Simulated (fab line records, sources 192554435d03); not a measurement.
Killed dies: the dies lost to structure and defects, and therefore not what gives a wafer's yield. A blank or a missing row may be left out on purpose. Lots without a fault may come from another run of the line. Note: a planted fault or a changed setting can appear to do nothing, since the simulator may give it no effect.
Matching of chambers ; flow n5Finfet ; N5_FIN_SAQP_MANDREL2_REMOVE_60 on rieSi-03: 3 sister chambers
The step chemistry HBr/Cl2/O2, target a-Si, stops on SiNx, bt time 10 s. 14 wafers are shown with their chamber, then 5 later ones without.

== WAFERS WITH THEIR CHAMBER ==
wafer;chamber;throttleValvePct (%);drypumpMotorCurrentA (A);heBacksideLeakSccm (sccm)
L074.1;2;37.5;4.9;2.79
L074.4;3;36.6;5.2;2.61
L074.6;3;36.6;5.2;2.56
L075.3;3;36.6;5.2;2.48
L075.4;1;36.1;5.4;2.89
L075.5;1;36.1;5.4;2.88
L076.3;1;36.1;5.5;2.90
L076.4;3;36.6;5.2;2.50
L076.6;2;37.5;4.9;2.62
L079.1;3;36.6;5.2;2.45
L079.2;1;36.1;5.5;2.87
L079.4;2;37.4;4.9;2.76
L082.1;3;36.6;5.2;2.50
L082.2;2;37.5;4.9;2.73

SIGNATURES, as means of the wafers listed above
reading;chamber 1;chamber 2;chamber 3;scatter within a chamber
throttleValvePct;36.100;37.475;36.600;0.0261
drypumpMotorCurrentA;5.450;4.900;5.200;0.0302
heBacksideLeakSccm;2.8850;2.7250;2.5167;0.0555
Rule: distance of a wafer from a chamber = root of the sum over the readings of ((wafer's reading minus chamber's mean) / reading's scatter) squared. If the next closest chamber is less than 2 further off than the closest, the wafer can't be placed; otherwise it belongs to the closest. The scatter: take each reading less its chamber's mean, square it, sum over the shown wafers, divide by the number of wafers less the number of chambers, and take the root.

== WAFERS WHOSE CHAMBER IS MISSING ==
wafer;throttleValvePct (%);drypumpMotorCurrentA (A);heBacksideLeakSccm (sccm)
L084.3;36.5;5.5;2.68
L084.5;36.6;5.2;2.42
L092.3;37.4;4.9;2.73
L092.5;36.5;5.5;2.68
L092.6;37.5;4.9;2.78

== EACH ONE'S CHAMBER ==
wafer;from the rows above;in truth
L084.3;3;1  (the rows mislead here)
L084.5;3;3
L092.3;2;2
L092.5;3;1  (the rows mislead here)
L092.6;2;2
Correct placement for 3 of the 5. Not placeable from these rows: 0. Placed wrongly: 2.
